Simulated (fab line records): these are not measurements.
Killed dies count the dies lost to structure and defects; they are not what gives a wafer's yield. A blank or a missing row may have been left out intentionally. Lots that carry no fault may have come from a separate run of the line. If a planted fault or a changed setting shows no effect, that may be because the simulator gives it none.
Which of the tools did it? + flow n5Finfet + 10 lots, 30 wafers sampled, at 6 steps of a route of 1938

## WHAT THE GAUGES SHOWED, per wafer
The record holds no reading of a measuring or inspecting step that can be judged against a usual standard deviation.

## WHICH TOOL RAN EACH LOT (tool, then ch and the chambers of the sampled wafers, then the start)
| lot  | N5_BEOL_M10_PECVD_70            | N5_BEOL_M10_HM_OPEN_17           | N5_BEOL_M10_ETCH_65               | N5_BEOL_M10_ANNEAL_51           | N5_BEOL_M10_CMP_52            | N5_PASSIVATION_PROBE_49 |
|------|---------------------------------|----------------------------------|-----------------------------------|---------------------------------|-------------------------------|-------------------------|
| L917 | pecvd-03 ch 0,1, day 11 19:31   | rieMetal-02 ch 0,1, day 11 21:17 | rieDiel-01 ch 0,2, day 11 22:06   | rtpAnneal-01 ch 0, day 12 01:35 | cmp-02 ch 0,2,3, day 12 02:05 | -                       |
| L920 | pecvd-01 ch 0,1, day 12 20:40   | rieMetal-02 ch 0,1, day 12 23:44 | rieDiel-01 ch 1,2,3, day 13 02:11 | rtpAnneal-02 ch 0, day 13 04:50 | cmp-04 ch 2,3, day 13 05:08   | -                       |
| L922 | pecvd-01 ch 0,1,2, day 13 09:42 | rieMetal-02 ch 0,1, day 13 12:44 | rieDiel-03 ch 0,1, day 13 13:22   | rtpAnneal-01 ch 0, day 13 16:35 | cmp-04 ch 0,2, day 13 16:52   | -                       |
| L924 | pecvd-02 ch 1,2, day 14 06:31   | rieMetal-02 ch 0,1, day 14 07:59 | rieDiel-04 ch 0,2,3, day 14 09:15 | rtpAnneal-01 ch 0, day 14 11:38 | cmp-02 ch 1,2,3, day 14 11:56 | -                       |
| L927 | pecvd-03 ch 0,1, day 14 09:28   | rieMetal-01 ch 0, day 14 11:10   | rieDiel-01 ch 0,1,2, day 14 13:50 | rtpAnneal-01 ch 0, day 14 15:49 | cmp-04 ch 0,2, day 14 16:09   | prober-01, day 16 15:52 |
| L926 | pecvd-02 ch 0,1,2, day 14 16:58 | rieMetal-03 ch 1, day 14 19:23   | rieDiel-04 ch 0,1,2, day 14 21:59 | rtpAnneal-01 ch 0, day 15 00:05 | cmp-04 ch 0,1, day 15 00:20   | -                       |
| L928 | pecvd-03 ch 1,2, day 14 22:52   | rieMetal-01 ch 0,1, day 15 00:33 | rieDiel-01 ch 1,2, day 15 01:31   | rtpAnneal-02 ch 0, day 15 04:24 | cmp-02 ch 1,2,3, day 15 04:41 | prober-02, day 17 17:51 |
| L931 | pecvd-03 ch 0,2, day 16 07:30   | rieMetal-02 ch 0,1, day 16 10:14 | rieDiel-04 ch 0,2, day 16 11:12   | rtpAnneal-01 ch 0, day 16 15:31 | cmp-02 ch 2,3, day 16 15:53   | -                       |
| L938 | pecvd-01 ch 0,1, day 17 14:10   | rieMetal-03 ch 0,1, day 17 16:20 | rieDiel-03 ch 0,1, day 17 17:29   | rtpAnneal-01 ch 0, day 17 20:32 | cmp-02 ch 0,1, day 17 20:50   | -                       |
| L939 | pecvd-01 ch 0,2, day 17 16:35   | rieMetal-03 ch 0, day 17 18:11   | rieDiel-01 ch 0,1, day 17 19:44   | rtpAnneal-01 ch 0, day 17 22:09 | cmp-02 ch 0,1, day 17 22:25   | -                       |
- N5_BEOL_M10_PECVD_70: deposits SiO2 from TEOS/O2, target thk 20 nm, time 22.7 s.
- N5_BEOL_M10_HM_OPEN_17: chemistry Cl2/BCl3, target TiN, target depth 20 nm, overetch 6 nm.
- N5_BEOL_M10_ETCH_65: etches SiARC in CF4, target depth 39 nm, time 65 s.
- N5_BEOL_M10_ANNEAL_51: time 90 s.
- N5_BEOL_M10_CMP_52: polishes, stops on SiCOH lowk, t overpolish 7 s, target thk 140 nm.
- N5_PASSIVATION_PROBE_49

## WHAT THE TOOLS THEMSELVES READ (means of the sampled wafers that have a number; where no wafer has one, the mark that the record gives instead)
N5_BEOL_M10_PECVD_70. Usual: heaterPowerW 702 W, standard deviation 90; showerheadPlenumPTorr 8.81 Torr, standard deviation 0.074; throttleValvePct 22.4 %, standard deviation 1.3.
| lot  | tool     | heaterPowerW (W) | showerheadPlenumPTorr (Torr) | throttleValvePct (%) | flag |
|------|----------|------------------|------------------------------|----------------------|------|
| L917 | pecvd-03 | 691              | 8.74                         | 23.1                 |      |
| L920 | pecvd-01 | 710              | 8.87                         | 22.6                 |      |
| L922 | pecvd-01 | 693              | 8.89                         | 22.3                 |      |
| L924 | pecvd-02 | 773              | 8.79                         | 22.3                 |      |
| L927 | pecvd-03 | 714              | 8.74                         | 23.2                 |      |
| L926 | pecvd-02 | 696              | 8.79                         | 22.5                 |      |
| L928 | pecvd-03 | 676              | 8.81                         | 21.6                 |      |
| L931 | pecvd-03 | 693              | 8.83                         | 21.4                 |      |
| L938 | pecvd-01 | 612              | 8.92                         | 23.7                 |      |
| L939 | pecvd-01 | 710              | 8.82                         | 21.5                 |      |

N5_BEOL_M10_HM_OPEN_17. Usual: bcl3FlowSccm 21.74 sccm, standard deviation 0.065; chamberPressureMTorr 9.998 mTorr, standard deviation 0.009; drypumpMotorCurrentA 5.3 A, standard deviation 0.39; oesProductAu 0.70 a.u., standard deviation 0.047; throttleValvePct 22.10 %, standard deviation 0.26.
| lot  | tool        | bcl3FlowSccm (sccm) | chamberPressureMTorr (mTorr) | drypumpMotorCurrentA (A) | oesProductAu (a.u.) | throttleValvePct (%) | flag |
|------|-------------|---------------------|------------------------------|--------------------------|---------------------|----------------------|------|
| L917 | rieMetal-02 | 21.77               | 9.997                        | 5.6                      | 0.69                | 21.83                |      |
| L920 | rieMetal-02 | 21.81               | 9.994                        | 5.4                      | 0.71                | 21.99                |      |
| L922 | rieMetal-02 | 21.77               | 9.994                        | 5.4                      | 0.70                | 22.00                |      |
| L924 | rieMetal-02 | 21.76               | 9.999                        | 5.4                      | 0.70                | 22.00                |      |
| L927 | rieMetal-01 | 21.72               | 10.000                       | 4.8                      | 0.76                | 22.26                |      |
| L926 | rieMetal-03 | 21.69               | 9.993                        | 5.4                      | 0.65                | 22.22                |      |
| L928 | rieMetal-01 | 21.73               | 9.998                        | 5.0                      | 0.75                | 22.33                |      |
| L931 | rieMetal-02 | 21.76               | 9.994                        | 5.4                      | 0.69                | 22.00                |      |
| L938 | rieMetal-03 | 21.82               | 9.997                        | 5.1                      | 0.66                | 22.07                |      |
| L939 | rieMetal-03 | 21.66               | 9.999                        | 5.0                      | 0.68                | 21.97                |      |

N5_BEOL_M10_ETCH_65. Usual: chamberPressureMTorr 40.00 mTorr, standard deviation 0.036; drypumpMotorCurrentA 5.9 A, standard deviation 0.48; etchRfOnTimeS 65.9 s, standard deviation 1.1; oesProductAu 0.68 a.u., standard deviation 0.074; rfVppV 184.1 V, standard deviation 1.2; showerheadPlenumPTorr 2.14 Torr, standard deviation 0.084; throttleValvePct 15.6 %, standard deviation 0.36.
| lot  | tool       | chamberPressureMTorr (mTorr) | drypumpMotorCurrentA (A) | etchRfOnTimeS (s) | oesProductAu (a.u.) | rfVppV (V) | showerheadPlenumPTorr (Torr) | throttleValvePct (%) | flag |
|------|------------|------------------------------|--------------------------|-------------------|---------------------|------------|------------------------------|----------------------|------|
| L917 | rieDiel-01 | 40.01                        | 6.4                      | 66.4              | 0.60                | 183.9      | 2.16                         | 16.0                 |      |
| L920 | rieDiel-01 | 40.01                        | 6.1                      | 64.2              | 0.69                | 183.2      | 2.07                         | 15.6                 |      |
| L922 | rieDiel-03 | 40.00                        | 5.4                      | 65.8              | 0.77                | 185.0      | 2.21                         | 15.2                 |      |
| L924 | rieDiel-04 | 40.01                        | 5.6                      | 66.7              | 0.64                | 183.5      | 2.14                         | 15.7                 |      |
| L927 | rieDiel-01 | 40.02                        | 6.3                      | 65.8              | 0.63                | 183.5      | 2.10                         | 15.9                 |      |
| L926 | rieDiel-04 | 40.01                        | 6.0                      | 68.0              | 0.62                | 184.1      | 2.11                         | 15.8                 |      |
| L928 | rieDiel-01 | 40.01                        | 6.2                      | 65.1              | 0.64                | 182.6      | 2.05                         | 16.0                 |      |
| L931 | rieDiel-04 | 40.00                        | 5.9                      | 66.3              | 0.67                | 183.7      | 2.18                         | 15.9                 |      |
| L938 | rieDiel-03 | 39.97                        | 5.5                      | 65.2              | 0.73                | 185.6      | 2.24                         | 15.3                 |      |
| L939 | rieDiel-01 | 40.02                        | 6.0                      | 65.7              | 0.72                | 183.3      | 2.11                         | 15.7                 |      |

N5_BEOL_M10_ANNEAL_51. Usual: wafer_temp_C_max at 226.03, with a standard deviation of 0.23.
| lot  | tool         | wafer_temp_C_max | flag |
|------|--------------|------------------|------|
| L917 | rtpAnneal-01 | 226.27           |      |
| L920 | rtpAnneal-02 | 225.80           |      |
| L922 | rtpAnneal-01 | 226.00           |      |
| L924 | rtpAnneal-01 | 226.19           |      |
| L927 | rtpAnneal-01 | 225.99           |      |
| L926 | rtpAnneal-01 | 225.81           |      |
| L928 | rtpAnneal-02 | 226.04           |      |
| L931 | rtpAnneal-01 | 226.19           |      |
| L938 | rtpAnneal-01 | 225.96           |      |
| L939 | rtpAnneal-01 | 225.96           |      |

N5_BEOL_M10_CMP_52. Usual: barrierFieldEndpointS 28.6 s, standard deviation 0.68; motorCurrentA 6.3 A, standard deviation 0.48; slurryFlowMlMin 150.0, standard deviation 0.47.
| lot  | tool   | barrierFieldEndpointS (s) | motorCurrentA (A) | slurryFlowMlMin | flag |
|------|--------|---------------------------|-------------------|-----------------|------|
| L917 | cmp-02 | 28.8                      | 6.5               | 149.7           |      |
| L920 | cmp-04 | 27.9                      | 6.2               | 150.4           |      |
| L922 | cmp-04 | 28.0                      | 6.3               | 150.4           |      |
| L924 | cmp-02 | 29.4                      | 6.9               | 149.8           |      |
| L927 | cmp-04 | 28.8                      | 6.3               | 149.5           |      |
| L926 | cmp-04 | 28.4                      | 6.3               | 150.5           |      |
| L928 | cmp-02 | 26.9                      | 6.9               | 149.8           |      |
| L931 | cmp-02 | 27.3                      | 6.9               | 150.2           |      |
| L938 | cmp-02 | 28.2                      | 6.4               | 149.7           |      |
| L939 | cmp-02 | 28.3                      | 5.8               | 149.5           |      |

N5_PASSIVATION_PROBE_49. Usual: defectLimitedYield 91.5 %, standard deviation 1.4; killed_at_M0_to_M3 34, standard deviation 11; killed_at_M4_up 15, standard deviation 6; killedAtContacts 11, standard deviation 5.9; killedAtFrontEnd 37, standard deviation 11; killedAtOther 3.6, standard deviation 2.9; killedDies 101, standard deviation 17; killedOpen 66, standard deviation 12; killedShort 33, standard deviation 7.8; sort_bin_5_function 5.0 %, standard deviation 0.97; sort_bin_6_memory 3.2 %, standard deviation 0.65; sortNPass 1079, standard deviation 17; sortYieldPct 91.4 %, standard deviation 1.4.
| lot  | tool      | defectLimitedYield (%) | killed_at_M0_to_M3 | killed_at_M4_up | killedAtContacts | killedAtFrontEnd | killedAtOther | killedDies | killedOpen | killedShort | sort_bin_5_function (%) | sort_bin_6_memory (%) | sortNPass | sortYieldPct (%) | flag |
|------|-----------|------------------------|--------------------|-----------------|------------------|------------------|---------------|------------|------------|-------------|-------------------------|-----------------------|-----------|------------------|------|
| L927 | prober-01 | 92.4                   | 31                 | 9               | 5                | 43               | 2.0           | 90         | 55         | 34          | 4.7                     | 2.5                   | 1090      | 92.4             |      |
| L928 | prober-02 | 93.1                   | 26                 | 14              | 8                | 31               | 2.0           | 81         | 53         | 27          | 4.1                     | 2.4                   | 1099      | 93.1             |      |

## THE ANSWER, worked out from the rows above alone
Rule: a lot is off if the mean of its wafers that have a number lies more than 3 standard deviations from the usual mean. A lot without any number at a reading at which 4 lots or more have one is off too. Where the step has rows for the other lots, those lots are counted as sound. First the gauges in route order, then the tools' own readings, where a lot's mean is used as printed above. At the first step where some lot is off, the reading lying furthest off is the one used; lots without a number count as furthest.
Nothing can be told from this: no lot is off at any reading shown.

## WHAT WAS PUT IN BY THE SIMULATOR
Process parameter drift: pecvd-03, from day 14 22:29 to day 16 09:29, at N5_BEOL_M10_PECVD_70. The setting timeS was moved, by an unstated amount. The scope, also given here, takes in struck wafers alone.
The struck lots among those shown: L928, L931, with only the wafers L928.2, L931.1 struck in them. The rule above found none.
